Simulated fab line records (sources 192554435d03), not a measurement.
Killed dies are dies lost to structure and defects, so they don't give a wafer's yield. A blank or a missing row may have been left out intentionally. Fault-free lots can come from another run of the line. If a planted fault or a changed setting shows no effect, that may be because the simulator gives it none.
A lot that was struck, set against a sound lot | flow n5 finfet | 16 steps out of a route of 1938
Sound: the wafers L448.1, L448.4, L448.5. Wafers struck: L459.2, L459.4, L459.5. The cause comes at the end.
Per side, at each step with rows, come the tool, then ch with its chambers, and then its first start. Under that, the readings that differ: sound wafers | struck wafers | difference of the means | sigmas: that difference in standard deviations of wafers without a fault.
alike: a reading whose means differ by less than 2 such deviations, as well as words and numbers matching on both sides. not compared: withheld readings; readings where some wafer has no value; bounds like >300 that might hide an equal value; numbers whose values overlap and for which the record gives no deviation.
A row with sigmas, a row that says differs or no value, or rows on one side alone: a step with any of these is where the two part. When numbers do not overlap yet have no deviation, they are printed without sigmas and do not part them. Lack of a reading on every wafer of one side parts them only where that side has two or more wafers.

N5_BEOL_M0_SAQP_CD_MEAS_40 targets a cd of 30 nm.
  sound on cd sem-02 ch 0, day 7 10:42; struck on cd sem-03 ch 0, day 9 23:28
  alike: cd nm
N5_BEOL_M0_SAQP_OVL_MEAS_41:
  sound on overlay-02 ch 0, day 7 10:44; struck on overlay-01 ch 0, day 9 23:29
  alike: M0_CUT1_OVL
N5_BEOL_M0_SAQP_INSPECT_42: inspects for defects (brightfield).
  struck on defect inspect-01, day 9 23:33; sound on defect inspect-01, day 7 10:47
  alike: raw defect count
N5_BEOL_M0_SAQP_DESCUM_45: chemistry O2, time 7 s.
  sound on rie diel-02 ch 0,2, day 7 10:50; struck on rie diel-04 ch 0,2,3, day 9 23:41
  alike: drypump motor current A, oes product au, rf vpp V, showerhead plenum p Torr, throttle valve pct
  not compared: rf hours counter h
N5_BEOL_M0_SAQP_ETCH_88: etches underlayer in N2/H2, target depth 6.5 nm, time 5.2 s.
  sound on rie diel-02 ch 0,2, day 7 10:52; struck on rie diel-04 ch 0,2,3, day 9 23:44
  reading               | sound          | struck         | difference | sigmas
  etch rf on time s (s) | 5.37 5.17 5.34 | 5.02 4.93 5.11 | -0.27      | -2
  alike: drypump motor current A, oes product au, rf vpp V, showerhead plenum p Torr, throttle valve pct
  not compared: rf hours counter h
then, 1 step without rows for these wafers: N5_BEOL_M0_SAQP_ETCH_73 (etches SiARC in CF4, target depth 19.5 nm, time 32.5 s).
N5_BEOL_M0_SAQP_CUT_ETCH_46: etches SOC in N2/H2, target depth 135 nm, overetch 27 nm, time 202.5 s.
  sound on rie diel-02 ch 0,2, day 7 10:55; struck on rie diel-04 ch 0,2,3, day 9 23:47
  alike: drypump motor current A, rf vpp V, showerhead plenum p Torr, throttle valve pct
  not compared: rf hours counter h
then, 3 steps without rows for these wafers: N5_BEOL_M0_SAQP_STRIP_74 (strips in N2/H2); N5_BEOL_M0_SAQP_STRIP_89 (strips in N2/H2); N5_BEOL_M0_SAQP_ALD_48 (deposits SiO2, target thk 20 nm, pulse time 1 s, co reactant pulse time 1 s).
N5_BEOL_M0_SAQP_ETCH_49: etches SiO2 in CF4/O2, target depth 37 nm.
  sound on rie diel-03 ch 2,3, day 7 11:38; struck on rie diel-03 ch 1,2,3, day 10 00:46
  alike: drypump motor current A, oes product au, rf vpp V, showerhead plenum p Torr, throttle valve pct
  not compared: rf hours counter h
N5_BEOL_M0_SAQP_STRIP_75: strips in CF4.
  sound on rie diel-03 ch 2,3, day 7 11:44; struck on rie diel-03 ch 1,2,3, day 10 00:52
  alike: drypump motor current A, oes product au, rf vpp V, showerhead plenum p Torr, throttle valve pct
  not compared: rf hours counter h
N5_BEOL_M0_CUTY_COAT_50: time 60 s, resist thk 15 nm.
  sound on litho track-05 ch 0, day 7 11:47; struck on litho track-02 ch 0, day 10 00:55
  reading                                         | sound                | struck               | difference | sigmas
  spin speed rpm (rpm)                            | 1498.1 1502.2 1500.8 | 1189.7 1189.9 1189.5 | -310.7     | -99 or more
  model.SiARC_of_BEOL_M0_CUTY_COAT_50.thk nm (nm) | 15 15 15             | 16.8 16.8 16.8       | +1.8       |
then, 1 step without rows for these wafers: N5_BEOL_M0_CUTY_COAT_51 (resist thk 150 nm).
-- here the record skips 2 days between the struck wafers' starts before and after, leaving off in module BEOL_M0_CUTY and picking up in module BEOL_M4 (first step shown: number 1111 of the route) --
N5_BEOL_M4_RC_MEAS_101:
  sound on prober-02 ch 0, day 9 15:28; struck on prober-01 ch 0, day 12 12:02
  alike: DIBL_N, DIBL_P, IOFF_N, IOFF_P, ION_N, ION_P, SS_N, SS_P, VT_N, VT_P
-- a jump in the record: the struck wafers' starts before and after are 5 days apart (it breaks off in module BEOL_M4 and resumes in module PASSIVATION, where the first step shown is number 1936 of the route) --
N5_PASSIVATION_PROBE_49:
  struck on prober-02, day 17 04:12; sound on prober-02, day 14 03:12
  alike: defect limited yield, killed_at_M0_to_M3, killed_at_M4_up, killed at contacts, killed at front end, killed at other, killed dies, killed open, killed short, sort_bin_5_function, sort_bin_6_memory, sort_bin_8_speed, sort n pass

## WHERE THEY PART
Last at N5_BEOL_M0_CUTY_COAT_50 as far as this record goes, first at N5_BEOL_M0_SAQP_ETCH_88. Later steps at which nothing parts them and some readings are alike: N5_BEOL_M4_RC_MEAS_101, N5_PASSIVATION_PROBE_49.

WHY: the cause the simulator had injected
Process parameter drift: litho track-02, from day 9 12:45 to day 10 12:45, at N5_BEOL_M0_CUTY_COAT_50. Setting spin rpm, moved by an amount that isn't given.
